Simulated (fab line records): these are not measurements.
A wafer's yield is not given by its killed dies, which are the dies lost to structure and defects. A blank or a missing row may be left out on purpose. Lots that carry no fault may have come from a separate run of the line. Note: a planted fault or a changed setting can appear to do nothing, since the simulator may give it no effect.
The tool behind it: which one? -- flow n5Finfet -- 11 lots with 32 wafers sampled at 4 steps, on a route of 1938 steps

WHAT THE GAUGES SHOWED, per wafer
N5_BEOL_M8_CD_MEAS_35 targets a cd of 40 nm.
lot,measured,on,cdNm (nm)
L471,day 9 19:21,cdSem-01,40.2 39.5 39.4
L472,day 9 23:12,cdSem-02,40.4 40.5 40.1
L473,day 10 08:23,cdSem-01,39.2 39.3 40.0
L478,day 11 14:16,cdSem-02,38.5 38.6
L479,day 11 14:40,cdSem-01,39.5 39.7 39.1
L480,day 11 17:14,cdSem-01,40.0 40.1 39.8
L491,day 14 15:19,cdSem-01,38.7 38.9 39.2
L490,day 14 17:29,cdSem-03,40.7 41.0 40.7
L488,day 14 23:12,cdSem-01,39.4 40.8 39.8
L492,day 14 23:28,cdSem-02,40.4 40.8 40.3
L494,day 15 11:35,cdSem-01,40.2 38.9 39.8

TOOL THAT RAN EACH LOT (tool first, then ch and the chambers of the sampled wafers, then the start)
lot,N5_BEOL_M8_HM_DEP_02,N5_BEOL_M8_STRIP_19,N5_BEOL_M8_ETCH_65
L471,"pvdSputter-02, day 9 16:22","rieDiel-02 ch 2,3, day 9 17:51","rieDiel-03 ch 0,2,3, day 9 18:49"
L472,"pvdSputter-01, day 9 20:33","rieDiel-03 ch 0,1,2, day 9 21:50","rieDiel-04 ch 0,1,2, day 9 22:40"
L473,"pvdSputter-01, day 10 04:33","rieDiel-02 ch 1,3, day 10 05:38","rieDiel-04 ch 0,1,3, day 10 07:52"
L478,"pvdSputter-01, day 11 09:17","rieDiel-02 ch 2,3, day 11 11:40","rieDiel-02 ch 0,3, day 11 13:44"
L479,"pvdSputter-01, day 11 09:35","rieDiel-03 ch 0,2,3, day 11 12:10","rieDiel-02 ch 0,1,2, day 11 14:08"
L480,"pvdSputter-01, day 11 13:39","rieDiel-03 ch 0,2,3, day 11 15:36","rieDiel-02 ch 0,2, day 11 16:43"
L491,"pvdSputter-01, day 14 12:29","rieDiel-04 ch 0,1,2, day 14 13:29","rieDiel-03 ch 1,2,3, day 14 14:47"
L490,"pvdSputter-02, day 14 15:07","rieDiel-02 ch 1,3, day 14 16:01","rieDiel-04 ch 0,1,2, day 14 16:58"
L488,"pvdSputter-02, day 14 19:13","rieDiel-04 ch 0,2,3, day 14 20:16","rieDiel-04 ch 1,2,3, day 14 22:40"
L492,"pvdSputter-03, day 14 20:28","rieDiel-02 ch 0,1,3, day 14 21:20","rieDiel-02 ch 1,2, day 14 22:55"
L494,"pvdSputter-01, day 15 07:56","rieDiel-03 ch 2,3, day 15 08:56","rieDiel-02 ch 1,2,3, day 15 11:01"
- N5_BEOL_M8_HM_DEP_02: deposits TiN, target thk 20 nm.
- N5_BEOL_M8_STRIP_19: strips in O2.
- N5_BEOL_M8_ETCH_65: etches SiARC in CF4, target depth 15.6 nm, time 26 s.

THE ANSWER, worked out from the rows above alone
Rule: the lots themselves supply what counts as usual. Put in order of their means at a reading, lots are off if they are a third of the lots or fewer, leave a main group of 4 or more, and stand apart from it by a gap of 3 or more times the standard deviation of the main group's means; of several such gaps the widest counts. The tables above print the reading to a certain number of digits; a main group whose means all agree to those digits is not used. A lot without any number at a reading at which 4 lots or more have one is off too. Any other lot the step has rows for is counted as sound.
Nothing can be told from this: no lot is off at any reading shown.

WHAT THE SIMULATOR PUT IN
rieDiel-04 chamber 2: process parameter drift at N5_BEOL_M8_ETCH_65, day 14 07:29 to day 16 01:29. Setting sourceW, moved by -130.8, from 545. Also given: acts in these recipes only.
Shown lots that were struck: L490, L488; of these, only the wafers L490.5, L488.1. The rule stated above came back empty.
